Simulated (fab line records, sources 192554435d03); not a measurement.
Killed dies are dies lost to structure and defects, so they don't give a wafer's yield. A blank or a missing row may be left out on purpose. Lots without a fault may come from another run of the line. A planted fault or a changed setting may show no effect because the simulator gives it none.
A struck lot beside a sound one ; flow n5-finfet ; 16 out of 1938 route steps
Sound: the wafers L331.1, L331.3, L331.4. Struck: wafer L341.5; the same lot's L341.6 was not struck, so it is left out; see the end for the cause.
Per side, at each step with rows, come the tool, then ch with its chambers, and then its first start. Under that, the readings that differ: sound wafers ; struck wafers ; difference of the means ; sigmas: that difference in standard deviations of wafers without a fault.
alike: readings whose means differ by less than 2 such deviations, and words and numbers that are the same on both sides. not compared: withheld readings, readings that some wafer has no value for, bounds like >300 that may hide the same value, and numbers for which the record gives no deviation and whose values overlap.
A row with sigmas, a row that says differs or no value, or rows on one side alone: a step with any of these is where the two part. Numbers that have no deviation but don't overlap get no sigmas and don't part them. A reading that every wafer of one side lacks parts them only if that side has two wafers or more.

first, 1 step without rows for these wafers: N5_BEOL_M0_TRENCH_ETCH_107 (etches SiOC in C4F6/O2, target depth 32.8 nm, time 16.4 s).
N5_BEOL_M0_STRIP_142: strips in N2/H2, time 10 s.
  sound on rie-diel-02 ch 1,2,3, day 6 02:37; struck on rie-diel-04 ch 3, day 8 12:47
  alike: drypump-motor-current-A, oes-product-au, rf-vpp-V, showerhead-plenum-p-Torr, throttle-valve-pct
  not compared: rf-hours-counter-h
N5_BEOL_M0_OCD_MEAS_108:
  sound: ocd-01 at day 6 02:41; struck: ocd-02 at day 8 12:51
  alike: trench-depth-nm
then, 5 steps without rows for these wafers: N5_BEOL_M0_HM_STRIP_129 (strips TiN in peroxide tin strip, target depth 17 nm, time 108 s); N5_BEOL_M0_SRD_130 (time 30 s); N5_BEOL_M0_ETCH_109 (etches SiCN in CH3F/O2, target depth 8 nm, overetch 2.4 nm, time 27.4 s); N5_BEOL_M0_STRIP_139 (strips in post etch residue remover, time 60 s); N5_BEOL_M0_SRD_111 (time 30 s).
N5_BEOL_M0_DEGAS_112: time 60 s.
  sound: pvd-sputter-02 at day 6 02:59; struck: pvd-sputter-03 at day 8 13:24
reading;sound;struck;difference;sigmas
heater-power-w (W);301 339 317;403;+84;+2
then, 1 step without rows for these wafers: N5_BEOL_M0_PRE_CLEAN_113 (time 30 s).
N5_BEOL_M0_ALD_136: deposits TaN, pulse time 2 s, purge time 3 s, co reactant purge time 2 s.
  sound on ald-metal-03 ch 0,1,2, day 6 03:05; struck on ald-metal-04 ch 2, day 8 13:36
  alike: heater-power-w
N5_BEOL_M0_SURFACE_TREAT_137:
  sound: pvd-sputter-01 at day 6 03:20; struck: pvd-sputter-03 at day 8 13:48
  not compared: pressure-mtorr, throttle-valve-pct
N5_BEOL_M0_CVD_115: deposits Co from CCTBA/H2, time 120 s.
  sound on cvd-co-01 ch 0,1,2, day 6 03:23; struck on cvd-co-01 ch 2, day 8 13:58
reading;sound;struck;difference;sigmas
run-length-s (s);143.5 143.2 141.9;223.1;+80.2;+99 or more
N5_BEOL_M0_SPUTTER_116: material Cu, target thk 4 nm, time 7.37 s.
  sound: pvd-sputter-02 at day 6 03:29; struck: pvd-sputter-03 at day 8 14:09
  alike: throttle-valve-pct
-- record jumps: 4 days separate the struck wafers' starts on either side; left off in module BEOL_M0, taken up again in module BEOL_M4, whose first shown step is the route's number 1111 --
N5_BEOL_M4_RC_MEAS_101:
  sound on prober-02 ch 0, day 9 21:07; struck on prober-02 ch 0, day 12 11:37
  alike: DIBL_N, DIBL_P, IOFF_N, IOFF_P, ION_N, ION_P, SS_N, SS_P, VT_N, VT_P
-- record jumps: 4 days separate the struck wafers' starts on either side; left off in module BEOL_M4, taken up again in module PASSIVATION, whose first shown step is the route's number 1936 --
N5_PASSIVATION_PROBE_49:
  sound: prober-02 at day 14 15:26; struck: prober-02 at day 16 17:15
reading;sound;struck;difference;sigmas
killed_at_M0_to_M3;38 43 54;17;-28;-2
  alike: defect-limited-yield, killed_at_M4_up, killed-at-contacts, killed-at-front-end, killed-at-other, killed-dies, killed-open, killed-short, sort_bin_4_leakage, sort_bin_5_function, sort_bin_6_memory, sort-n-pass, sort-yield-pct

== WHERE THEY PART ==
Earliest at N5_BEOL_M0_DEGAS_112; latest, in this record, at N5_PASSIVATION_PROBE_49.

WHY: the cause the simulator had injected
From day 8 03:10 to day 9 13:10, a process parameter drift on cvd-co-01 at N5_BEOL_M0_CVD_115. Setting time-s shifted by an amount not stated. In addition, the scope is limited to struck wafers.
